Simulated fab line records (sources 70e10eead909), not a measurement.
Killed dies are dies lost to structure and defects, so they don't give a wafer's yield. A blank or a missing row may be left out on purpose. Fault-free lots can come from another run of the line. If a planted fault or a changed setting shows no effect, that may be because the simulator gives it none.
What tool caused it? | flow nand harc | 72 wafers from 24 lots sampled at 3 of the route's 1302 steps

== WHAT THE GAUGES READ, wafer by wafer ==
NHARC_A_CONTACT_CD_MEAS_69: target cd 300 nm. Usual: 300.2 nm for cd nm, sd 0.57.
lot  | measured     | on        | cd nm (nm)        | flag
L076 | day 22 12:23 | cd sem-01 | 300.3 300.9 300.2 |
L075 | day 22 14:41 | cd sem-03 | 298.7 299.1 299.6 |
L077 | day 22 17:53 | cd sem-01 | 300.9 300.5 300.5 |
L074 | day 23 01:31 | cd sem-02 | 300.5 300.6 299.4 |
L078 | day 23 11:53 | cd sem-01 | 300.7 300.3 300.4 |
L079 | day 23 17:20 | cd sem-02 | 300.5 300.3 299.9 |
L080 | day 23 17:49 | cd sem-03 | 299.4 299.5 300.5 |
L081 | day 24 12:52 | cd sem-03 | 301.0 301.8 300.8 |
L082 | day 24 22:04 | cd sem-01 | 300.7 300.9 300.9 |
L083 | day 25 10:50 | cd sem-01 | 300.6 300.3 300.9 |
L084 | day 25 22:50 | cd sem-03 | 300.7 300.6 300.3 |
L086 | day 25 23:44 | cd sem-01 | 300.2 300.3 299.6 |
L085 | day 26 07:24 | cd sem-01 | 300.3 300.3 300.1 |
L087 | day 26 20:23 | cd sem-02 | 301.1 300.4 300.3 |
L089 | day 27 18:08 | cd sem-01 | 299.6 300.5 299.8 |
L088 | day 27 19:13 | cd sem-02 | 299.6 299.6 299.8 |
L091 | day 28 11:13 | cd sem-01 | 300.9 299.7 300.5 |
L090 | day 28 12:13 | cd sem-03 | 300.6 299.2 300.7 |
L092 | day 29 05:05 | cd sem-02 | 300.8 300.9 300.9 |
L093 | day 29 12:38 | cd sem-01 | 299.8 300.1 300.1 |
L094 | day 30 09:09 | cd sem-02 | 301.1 301.3 301.8 |
L095 | day 30 11:34 | cd sem-02 | 299.5 300.0 300.2 |
L096 | day 30 16:15 | cd sem-01 | 300.2 298.8 299.7 |
L097 | day 31 09:45 | cd sem-03 | 299.9 300.3 299.9 |

NHARC_A_CONTACT_INSPECT_71. Usual: 81 for raw defect count, sd 37.
lot  | measured     | on                | raw defect count | flag
L076 | day 22 12:30 | defect inspect-02 | 12 20 10         |
L075 | day 22 14:48 | defect inspect-01 | 92 84 101        |
L077 | day 22 18:01 | defect inspect-01 | 120 127 113      |
L074 | day 23 01:38 | defect inspect-01 | 108 95 107       |
L078 | day 23 12:01 | defect inspect-01 | 20 16 22         |
L079 | day 23 17:28 | defect inspect-02 | 166 146 153      |
L080 | day 23 17:57 | defect inspect-01 | 15 20 16         |
L081 | day 24 12:59 | defect inspect-02 | 77 78 92         |
L082 | day 24 22:11 | defect inspect-01 | 114 100 126      |
L083 | day 25 10:58 | defect inspect-02 | 82 74 92         |
L084 | day 25 22:58 | defect inspect-02 | 77 73 96         |
L086 | day 25 23:52 | defect inspect-02 | 69 67 69         |
L085 | day 26 07:31 | defect inspect-01 | 92 109 87        |
L087 | day 26 20:30 | defect inspect-02 | 28 20 29         |
L089 | day 27 18:16 | defect inspect-01 | 105 97 101       |
L088 | day 27 19:22 | defect inspect-02 | 63 69 70         |
L091 | day 28 11:20 | defect inspect-02 | 160 128 161      |
L090 | day 28 12:20 | defect inspect-02 | 54 55 46         |
L092 | day 29 05:13 | defect inspect-02 | 81 70 70         |
L093 | day 29 12:46 | defect inspect-01 | 123 104 111      |
L094 | day 30 09:16 | defect inspect-02 | 93 105 113       |
L095 | day 30 11:41 | defect inspect-02 | 87 84 78         |
L096 | day 30 16:22 | defect inspect-01 | 89 93 86         |
L097 | day 31 09:52 | defect inspect-02 | 69 57 62         |

== TOOL THAT RAN EACH LOT (tool first, then ch and the chambers of the sampled wafers, then the start) ==
lot  | NHARC_A_CONTACT_ETCH_120
L076 | har cap etch-03 ch 0,1, day 22 05:32
L075 | har cap etch-02 ch 0,1, day 22 05:33
L077 | har cap etch-02 ch 0,1, day 22 10:14
L074 | har cap etch-01 ch 0,1, day 22 15:39
L078 | har cap etch-01 ch 0,1, day 23 00:02
L079 | har cap etch-02 ch 0,1, day 23 09:12
L080 | har cap etch-01 ch 0,1, day 23 10:04
L081 | har cap etch-01 ch 0,1, day 24 05:37
L082 | har cap etch-03 ch 0,1, day 24 15:27
L083 | har cap etch-02 ch 0,1, day 25 04:13
L084 | har cap etch-02 ch 0,1, day 25 15:53
L086 | har cap etch-01 ch 0,1, day 25 16:07
L085 | har cap etch-02 ch 0,1, day 26 00:06
L087 | har cap etch-01 ch 0,1, day 26 12:46
L089 | har cap etch-02 ch 0,1, day 27 11:32
L088 | har cap etch-03 ch 0,1, day 27 12:34
L091 | har cap etch-03 ch 0,1, day 28 02:09
L090 | har cap etch-01 ch 0,1, day 28 02:59
L092 | har cap etch-03 ch 1, day 28 21:19
L093 | har cap etch-01 ch 0,1, day 28 23:44
L094 | har cap etch-03 ch 0,1, day 30 02:32
L095 | har cap etch-01 ch 0,1, day 30 04:34
L096 | har cap etch-02 ch 1, day 30 09:13
L097 | har cap etch-03 ch 0,1, day 31 02:44
- NHARC_A_CONTACT_ETCH_120: etches the open film in C4F8/O2/Ar, time 190 s, target depth 1850 nm.

== WHAT THE TOOLS THEMSELVES READ (means of the sampled wafers that have a number; where no wafer has one, the mark that the record gives instead) ==
NHARC_A_CONTACT_ETCH_120. Usual: 1.000 a.u. for oes air line au, sd 0.018.
lot  | tool            | oes air line au (a.u.) | flag
L076 | har cap etch-03 | 1.023                  |
L075 | har cap etch-02 | 0.991                  |
L077 | har cap etch-02 | 1.000                  |
L074 | har cap etch-01 | 1.006                  |
L078 | har cap etch-01 | 0.999                  |
L079 | har cap etch-02 | 0.981                  |
L080 | har cap etch-01 | 1.002                  |
L081 | har cap etch-01 | 0.996                  |
L082 | har cap etch-03 | 1.012                  |
L083 | har cap etch-02 | 0.988                  |
L084 | har cap etch-02 | 0.997                  |
L086 | har cap etch-01 | 1.017                  |
L085 | har cap etch-02 | 0.996                  |
L087 | har cap etch-01 | 1.004                  |
L089 | har cap etch-02 | 0.998                  |
L088 | har cap etch-03 | 1.024                  |
L091 | har cap etch-03 | 0.975                  |
L090 | har cap etch-01 | 0.988                  |
L092 | har cap etch-03 | 0.996                  |
L093 | har cap etch-01 | 0.996                  |
L094 | har cap etch-03 | 1.006                  |
L095 | har cap etch-01 | 1.004                  |
L096 | har cap etch-02 | 0.991                  |
L097 | har cap etch-03 | 1.007                  |

== THE ANSWER, worked out from the rows above alone ==
Rule: take the mean of a lot's wafers that have a number; if it is more than 3 standard deviations from the usual mean, the lot is off. Also off: a lot with no number at a reading for which 4 or more lots have one. All remaining lots with rows at the step are treated as sound. Order of review: gauges by route order, followed by the tools' own readings, for which a lot's mean as printed above is used. At the first step where some lot is off, the reading lying furthest off is the one used; lots without a number count as furthest.
No lot is off on any of the readings shown, so nothing can be concluded from this.

== WHAT THE SIMULATOR PUT IN ==
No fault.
